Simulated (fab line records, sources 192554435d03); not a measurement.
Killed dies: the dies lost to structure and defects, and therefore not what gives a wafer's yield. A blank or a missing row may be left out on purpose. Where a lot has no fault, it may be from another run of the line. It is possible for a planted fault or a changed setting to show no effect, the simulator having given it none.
fab line records + flow n5_finfet + part 2 of 2: steps 22 to 32 of 32
[record]
- lots = 5
- wafers = 15
- last_day = 18
route steps=1938 shown BEOL_M1@758
lots that met no fault: from a run of the same line without faults
start_h: hours from the record's opening day to when the first of the lot's shown wafers began + wait_h: hours since the lot's step before + " unchanged from the row above + L1.1+2: several wafers, shown together as one row + - either no value or no given start + * or withheld: withheld + < > ~ a bound
route shown NAME@n: names a module that has steps shown in the file, with the first one's number in the route + usual: average and standard deviation across the fault-free wafers + same: alike in all rows + chamber/n: place in a boat + sites: each site's reading + _std_site: standard deviation of those values + _edge_site: the outer-site mean with the inner-site mean subtracted + radius_mm: how far each site lies from the wafer's centre + mask NAME#n: copy n + behind: the most recent tool/chamber to have shaped the wafer + hold: why the lot was held/for how many hours/how that ended + device: the n, p or np transistor that did not switch + end of line: tests run on the same wafers once the route is complete + for a step that has no rows: nothing shown but its recipe + killed: dies lost to structure and defects at the first sort, not the wafer's yield + map: a wafer's dies, marking killed ones x, the rest . and places with no die _
set.NAME: the setting that was run; set.NAME@STEP: the one run at that earlier step + model.NAME: the simulator's own value behind a step, which no gauge read
lots at selected steps of the route; one table per step, one row per wafer
services: from which hour (start_h, from the record's first day; less than 0 if before it) a tool's chamber was out of use, for how many hours, and why
[[steps]]
[step N5_BEOL_M1_COAT_76]
[recipe]
- resist = underlayer
- temp_c = 205
- time_s = 60
- spin_rpm = 1500
- resist_thk_nm = 5
[usual]
- dispense_pressure_kPa = 55.9/1.6
| lot.wafer | tool           | chamber | start_h | wait_h | dispense_pressure_kPa |
|-----------|----------------|---------|---------|--------|-----------------------|
| L079.2    | litho_track-04 | 0       | -       | -      | 53.5                  |
| L079.4    | "              | 0       | "       | "      | 53.5                  |
| L079.6    | "              | 0       | "       | "      | 53.5                  |
| L084.2    | litho_track-05 | 0       | -       | -      | 58.0                  |
| L084.4    | "              | 0       | "       | "      | 58.0                  |
| L084.5    | "              | 0       | "       | "      | 57.9                  |
| L086.1    | litho_track-03 | 0       | -       | -      | 56.5                  |
| L086.5    | "              | 0       | "       | "      | 56.5                  |
| L086.6    | "              | 0       | "       | "      | 56.4                  |
| L092.3    | litho_track-05 | 0       | -       | -      | 58.0                  |
| L092.4    | "              | 0       | "       | "      | 58.0                  |
| L092.6    | "              | 0       | "       | "      | 58.0                  |
| L097.2    | litho_track-04 | 0       | -       | -      | 53.5                  |
| L097.3    | "              | 0       | "       | "      | 53.5                  |
| L097.6    | "              | 0       | "       | "      | 53.5                  |
[step N5_BEOL_M1_COAT_22]
[recipe]
- resist = CAR-EUV
- spin_rpm = 1500
- resist_thk_nm = 30
[usual]
- dispense_pressure_kPa = 55.9/1.7
| lot.wafer | tool           | chamber | start_h | wait_h | dispense_pressure_kPa |
|-----------|----------------|---------|---------|--------|-----------------------|
| L079.2    | litho_track-04 | 0       | -       | -      | 53.5                  |
| L079.4    | "              | 0       | "       | "      | 53.4                  |
| L079.6    | "              | 0       | "       | "      | 53.5                  |
| L084.2    | litho_track-05 | 0       | -       | -      | 57.9                  |
| L084.4    | "              | 0       | "       | "      | 57.9                  |
| L084.5    | "              | 0       | "       | "      | 57.9                  |
| L086.1    | litho_track-03 | 0       | -       | -      | 56.4                  |
| L086.5    | "              | 0       | "       | "      | 56.5                  |
| L086.6    | "              | 0       | "       | "      | 56.4                  |
| L092.3    | litho_track-05 | 0       | -       | -      | 57.9                  |
| L092.4    | "              | 0       | "       | "      | 57.9                  |
| L092.6    | "              | 0       | "       | "      | 57.9                  |
| L097.2    | litho_track-04 | 0       | -       | -      | 53.5                  |
| L097.3    | "              | 0       | "       | "      | 53.5                  |
| L097.6    | "              | 0       | "       | "      | 53.5                  |
[step N5_BEOL_M1_EBR_24]
[recipe]
- solvent = PGMEA
- ebr_width_mm = 1.5
[same]
- ebr_width_mm = 1.5
| lot.wafer  | tool           | chamber | start_h | wait_h |
|------------|----------------|---------|---------|--------|
| L079.2+4+6 | litho_track-04 | 0       | -       | -      |
| L084.2+4+5 | litho_track-05 | 0       | -       | -      |
| L086.1+5+6 | litho_track-03 | 0       | -       | -      |
| L092.3+4+6 | litho_track-05 | 0       | -       | -      |
| L097.2+3+6 | litho_track-04 | 0       | -       | -      |
[step N5_BEOL_M1_SOFTBAKE_23]
[recipe]
- temp_c = 110
- time_s = 60
- resist = CAR-EUV
| lot.wafer  | tool           | chamber | start_h | wait_h |
|------------|----------------|---------|---------|--------|
| L079.2+4+6 | litho_track-04 | 0       | -       | -      |
| L084.2+4+5 | litho_track-05 | 0       | -       | -      |
| L086.1+5+6 | litho_track-03 | 0       | -       | -      |
| L092.3+4+6 | litho_track-05 | 0       | -       | -      |
| L097.2+3+6 | litho_track-04 | 0       | -       | -      |
[step N5_BEOL_M1_EXPOSE_25]
[recipe]
- mask_id = V0
- na = 0.33
- source_shape = quasar
- sigma_inner = 0.2
- sigma_outer = 0.8
- polarization = unpolarized
- defocus_nm = 5
- target_cd_nm = 24
- dose_mj = 63
[usual]
- stage_msd_nm = 0.913/0.024
| lot.wafer | tool           | chamber | start_h | wait_h | mask | stage_msd_nm |
|-----------|----------------|---------|---------|--------|------|--------------|
| L079.2    | euv_scanner-02 | 0       | 149.36  | -      | V0#0 | 0.890        |
| L079.4    | "              | 0       | "       | "      | V0#0 | 0.886        |
| L079.6    | "              | 0       | "       | "      | V0#0 | 0.885        |
| L084.2    | euv_scanner-02 | 0       | 185.65  | -      | V0#0 | 0.897        |
| L084.4    | "              | 0       | "       | "      | V0#0 | 0.899        |
| L084.5    | "              | 0       | "       | "      | V0#0 | 0.901        |
| L086.1    | euv_scanner-02 | 0       | 201.46  | -      | V0#0 | 0.900        |
| L086.5    | "              | 0       | "       | "      | V0#0 | 0.901        |
| L086.6    | "              | 0       | "       | "      | V0#0 | 0.899        |
| L092.3    | euv_scanner-02 | 0       | 230.01  | -      | V0#0 | 0.902        |
| L092.4    | "              | 0       | "       | "      | V0#0 | 0.906        |
| L092.6    | "              | 0       | "       | "      | V0#0 | 0.906        |
| L097.2    | euv_scanner-01 | 0       | 264.77  | -      | V0#0 | 0.938        |
| L097.3    | "              | 0       | "       | "      | V0#0 | 0.946        |
| L097.6    | "              | 0       | "       | "      | V0#0 | 0.943        |
[step N5_BEOL_M1_PEB_26]
[recipe]
- peb_temp_c = 100
- peb_time_s = 60
- resist = CAR-EUV
| lot.wafer  | tool           | chamber | start_h | wait_h |
|------------|----------------|---------|---------|--------|
| L079.2+4+6 | litho_track-04 | 0       | 149.43  | 0.1    |
| L084.2+4+5 | litho_track-05 | 0       | 185.72  | 0.1    |
| L086.1+5+6 | litho_track-03 | 0       | 201.53  | 0.1    |
| L092.3+4+6 | litho_track-04 | 0       | 230.07  | 0.1    |
| L097.2+3+6 | litho_track-04 | 0       | 264.84  | 0.1    |
[step N5_BEOL_M1_DEVELOP_27]
[recipe]
- develop_time_s = 30
- developer = TMAH
- resist = CAR-EUV
- rinse_liquid = surfactant_rinse
- dry = air_spin
- dev_temp_c = 23
| lot.wafer  | tool           | chamber | start_h | wait_h |
|------------|----------------|---------|---------|--------|
| L079.2+4+6 | litho_track-04 | 0       | -       | -      |
| L084.2+4+5 | litho_track-05 | 0       | -       | -      |
| L086.1+5+6 | litho_track-03 | 0       | -       | -      |
| L092.3+4+6 | litho_track-04 | 0       | -       | -      |
| L097.2+3+6 | litho_track-04 | 0       | -       | -      |
[step N5_BEOL_M1_CD_MEAS_28]
[recipe]
- landing_energy_ev = 500
- detector = se_inlens
- target_cd_y_nm = 23.3
[usual]
- cd_nm = 23.96/0.26
| lot.wafer | tool      | chamber | start_h | wait_h | cd_nm |
|-----------|-----------|---------|---------|--------|-------|
| L079.2    | cd_sem-03 | 0       | 149.50  | -      | 23.62 |
| L079.4    | "         | 0       | "       | "      | 24.07 |
| L079.6    | "         | 0       | "       | "      | 23.79 |
| L084.2    | cd_sem-02 | 0       | 185.79  | -      | 23.76 |
| L084.4    | "         | 0       | "       | "      | 24.03 |
| L084.5    | "         | 0       | "       | "      | 23.69 |
| L086.1    | cd_sem-03 | 0       | 201.60  | -      | 24.50 |
| L086.5    | "         | 0       | "       | "      | 23.96 |
| L086.6    | "         | 0       | "       | "      | 24.09 |
| L092.3    | cd_sem-01 | 0       | 230.14  | -      | 23.51 |
| L092.4    | "         | 0       | "       | "      | 24.21 |
| L092.6    | "         | 0       | "       | "      | 23.78 |
| L097.2    | cd_sem-01 | 0       | 264.91  | -      | 24.13 |
| L097.3    | "         | 0       | "       | "      | 24.17 |
| L097.6    | "         | 0       | "       | "      | 23.91 |
[step N5_BEOL_M1_OVL_MEAS_29]
[recipe]
- points_per_wafer = 522
[usual]
- V0_OVL = -0.3/0.67
| lot.wafer | tool       | chamber | start_h | wait_h | V0_OVL[nm] |
|-----------|------------|---------|---------|--------|------------|
| L079.2    | overlay-01 | 0       | 149.54  | 0.0    | 0.0        |
| L079.4    | "          | 0       | "       | "      | -0.3       |
| L079.6    | "          | 0       | "       | "      | -0.8       |
| L084.2    | overlay-02 | 0       | 185.82  | 0.0    | 0.2        |
| L084.4    | "          | 0       | "       | "      | 0.5        |
| L084.5    | "          | 0       | "       | "      | 0.6        |
| L086.1    | overlay-01 | 0       | 201.63  | 0.0    | 0.0        |
| L086.5    | "          | 0       | "       | "      | -0.4       |
| L086.6    | "          | 0       | "       | "      | -0.6       |
| L092.3    | overlay-02 | 0       | 230.18  | 0.0    | 0.3        |
| L092.4    | "          | 0       | "       | "      | -0.4       |
| L092.6    | "          | 0       | "       | "      | -1.2       |
| L097.2    | overlay-01 | 0       | 264.94  | 0.0    | -0.8       |
| L097.3    | "          | 0       | "       | "      | -0.9       |
| L097.6    | "          | 0       | "       | "      | -1.5       |
[step N5_BEOL_M1_INSPECT_30]
[recipe]
- mode = adi
- inspect_instrument = brightfield
[usual]
- raw_defect_count = 412/100
| lot.wafer | tool              | chamber | start_h | wait_h | raw_defect_count |
|-----------|-------------------|---------|---------|--------|------------------|
| L079.2    | defect_inspect-02 | -       | 149.59  | 0.0    | 646              |
| L079.4    | "                 | -       | "       | "      | 378              |
| L079.6    | "                 | -       | "       | "      | 371              |
| L084.2    | defect_inspect-02 | -       | 185.87  | 0.0    | 462              |
| L084.4    | "                 | -       | "       | "      | 495              |
| L084.5    | "                 | -       | "       | "      | 438              |
| L086.1    | defect_inspect-02 | -       | 201.69  | 0.1    | 347              |
| L086.5    | "                 | -       | "       | "      | 495              |
| L086.6    | "                 | -       | "       | "      | 325              |
| L092.3    | defect_inspect-01 | -       | 230.22  | 0.0    | 440              |
| L092.4    | "                 | -       | "       | "      | 343              |
| L092.6    | "                 | -       | "       | "      | 374              |
| L097.2    | defect_inspect-01 | -       | 265.00  | 0.0    | 383              |
| L097.3    | "                 | -       | "       | "      | 383              |
| L097.6    | "                 | -       | "       | "      | 319              |
[step N5_BEOL_M1_DESCUM_33]
[recipe]
- chemistry = O2
- time_s = 7
- source_power_w = 50
- bias_power_w = 20
- pressure_mtorr = 20
- rf_frequency_hz = 2.712e+07
- temp_c = 40
- resist = CAR-EUV
- o2_flow_sccm = 225
[usual]
- drypump_motor_current_A = 5.6/0.5
- oes_product_au = 0.79/0.093
- rf_vpp_V = 243.8/1.4
- showerhead_plenum_p_Torr = 2.13/0.083
- throttle_valve_pct = 20.45/0.25
| lot.wafer | tool        | chamber | start_h | wait_h | drypump_motor_current_A | oes_product_au | rf_hours_counter_h | rf_vpp_V | showerhead_plenum_p_Torr | throttle_valve_pct |
|-----------|-------------|---------|---------|--------|-------------------------|----------------|--------------------|----------|--------------------------|--------------------|
| L079.2    | rie_diel-05 | 3       | 149.62  | 0.0    | 5.6                     | 0.74           | 156                | 244.7    | 2.18                     | 20.25              |
| L079.4    | "           | 1       | "       | "      | 5.7                     | 0.89           | -                  | 244.3    | 2.14                     | 20.48              |
| L079.6    | "           | 2       | "       | "      | 5.0                     | 0.72           | -                  | 244.3    | 2.15                     | 20.72              |
| L084.2    | rie_diel-05 | 2       | 185.91  | 0.0    | 5.0                     | 0.71           | 194                | 245.8    | 2.15                     | 20.74              |
| L084.4    | "           | 3       | "       | "      | 5.6                     | 0.73           | 167                | 244.5    | 2.18                     | 20.25              |
| L084.5    | "           | 3       | "       | "      | 5.6                     | 0.73           | -                  | 245.2    | 2.18                     | 20.24              |
| L086.1    | rie_diel-06 | 1       | 201.83  | 0.1    | 6.6                     | 0.86           | 43                 | 245.2    | 2.20                     | 20.01              |
| L086.5    | "           | 0       | "       | "      | 5.1                     | 0.73           | -                  | 241.2    | 1.99                     | 20.38              |
| L086.6    | "           | 3       | "       | "      | 6.5                     | 0.73           | -                  | 243.5    | 2.17                     | 20.26              |
| L092.3    | rie_diel-02 | 3       | 230.26  | 0.0    | 5.5                     | 0.74           | 167                | 243.0    | 2.16                     | 20.56              |
| L092.4    | "           | 2       | "       | "      | 5.0                     | 0.94           | 17                 | 245.2    | 2.21                     | 19.98              |
| L092.6    | "           | 2       | "       | "      | 5.0                     | 0.94           | -                  | 246.1    | 2.21                     | 19.96              |
| L097.2    | rie_diel-06 | 3       | 265.03  | 0.0    | 6.5                     | 0.71           | 181                | 244.7    | 2.17                     | 20.30              |
| L097.3    | "           | 1       | "       | "      | 6.6                     | 0.84           | 62                 | 244.2    | 2.20                     | 20.02              |
| L097.6    | "           | 0       | "       | "      | 5.1                     | 0.71           | -                  | 242.8    | 1.98                     | 20.39              |
[[services]]
| tool           | chamber | start_h | hours | kind                          |
|----------------|---------|---------|-------|-------------------------------|
| euv_scanner-01 | -       | 127.62  | 1.0   | pm                            |
| litho_track-05 | -       | 133.47  | -     | consumable_replace:filter     |
| litho_track-04 | -       | 139.11  | -     | consumable_replace:filter     |
| rie_diel-02    | 3       | 144.57  | 4.2   | repair                        |
| euv_scanner-02 | -       | 150.75  | 1.0   | pm                            |
| rie_diel-02    | -       | 154.97  | 0.8   | repair                        |
| rie_diel-05    | 0       | 160.21  | 8.9   | repair                        |
| litho_track-04 | -       | 168.14  | -     | consumable_replace:filter     |
| euv_scanner-01 | -       | 183.77  | 1.0   | pm                            |
| rie_metal-03   | -       | 186.42  | 2.8   | pm                            |
| rie_metal-01   | -       | 189.92  | 0.2   | repair                        |
| euv_scanner-01 | -       | 198.35  | 8.8   | repair                        |
| euv_scanner-02 | -       | 207.18  | 1.0   | pm                            |
| rie_diel-06    | 2       | 207.73  | -     | clean                         |
| rie_diel-06    | 2       | 207.73  | -     | consumable_replace:focus_ring |
| rie_diel-06    | 2       | 207.73  | 13.7  | scheduled_down                |
| rie_diel-06    | 2       | 207.73  | 13.7  | vent_cycle                    |
| rie_diel-02    | 2       | 209.65  | 5.9   | repair                        |
| rie_diel-06    | -       | 213.63  | 0.3   | repair                        |
| rie_metal-02   | 1       | 238.10  | 16.0  | repair                        |
| euv_scanner-01 | -       | 239.92  | 1.0   | pm                            |
| euv_scanner-01 | -       | 244.39  | 4.6   | pm                            |
| euv_scanner-02 | -       | 262.40  | 1.3   | repair                        |
| euv_scanner-02 | -       | 263.70  | 1.0   | pm                            |
